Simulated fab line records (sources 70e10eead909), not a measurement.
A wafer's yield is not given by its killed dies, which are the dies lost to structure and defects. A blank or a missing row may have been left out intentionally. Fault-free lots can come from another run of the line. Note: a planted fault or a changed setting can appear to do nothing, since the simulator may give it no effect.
A lot that was struck, set against a sound lot    flow nand harc    11 steps out of a route of 1159
Sound: these wafers, L651.1, L651.3, L651.4. Struck: wafers L656.2, L656.4, L656.5. The cause is named last.
At each step with rows: each side's tool, then ch and its chambers, then its first start. Under that, the readings that differ: sound wafers    struck wafers    difference of the means    sigmas: that difference in standard deviations of wafers without a fault.
alike: same words and numbers on both sides, and readings whose means sit less than 2 such deviations apart. not compared: any withheld reading, any reading some wafer has no value for, any bound like >300 that may hide the same value, and any number with overlapping values for which the record gives no deviation.
Wherever a step has rows on one side only, a row that says differs or no value, or a row with sigmas, the two part there. Non-overlapping numbers with no deviation appear without sigmas and do not part them. A reading missing from all wafers of one side parts the sides only when that side holds two or more wafers.

NHARC_P_START_INSPECT_01:
  sound on defect inspect-02 at day 4 12:02; struck on defect inspect-01 at day 5 18:02
  alike: raw defect count
then, 7 steps without rows for these wafers: NHARC_P_ZERO_WELL_PRECLEAN_00 (cleans in SPM, time 600 s); NHARC_P_ZERO_WELL_SRD_01; NHARC_P_ZERO_WELL_PECVD_02 (deposits SiO2, target thk 10 nm); NHARC_P_ZERO_WELL_DEHYDRATE_03 (time 120 s); NHARC_P_ZERO_WELL_HMDS_04 (time 30 s); NHARC_P_ZERO_WELL_COAT_64 (time 65 s); NHARC_P_ZERO_WELL_COAT_05 (resist thk 600 nm).
NHARC_P_ZERO_WELL_SOFTBAKE_06: time 70 s.
  sound on litho track-07 ch 0, day 4 12:00; struck on litho track-07 ch 0, day 5 19:00
reading                   sound              struck             difference  sigmas
heater power total W (W)  199.0 200.3 199.7  228.2 228.1 230.1  +29.1       +22
  alike: resist line temp C
after that, 1 step had no rows for these wafers: NHARC_P_ZERO_WELL_EBR_07.
-- jump in the record: it breaks off in module P_ZERO_WELL and resumes in module END (first step shown: number 1159 of the route), and 17 days separate the struck wafers' starts before and after --
NHARC_END_SORT_01:
  sound on prober-02 ch 0, day 22 04:45; struck on prober-02 ch 0, day 23 06:34
reading      sound     struck    difference  sigmas
killed dies  16 20 24  45 41 46  +24         +2
  alike: killed at array, killed at other, killed at periphery, killed open, killed short

## WHERE THEY PART
At NHARC_P_ZERO_WELL_SOFTBAKE_06 first; at NHARC_END_SORT_01 last (within this record only).

WHY: what had been put in by the simulator
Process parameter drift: litho track-07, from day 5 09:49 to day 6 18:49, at NHARC_P_ZERO_WELL_SOFTBAKE_06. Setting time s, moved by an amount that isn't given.
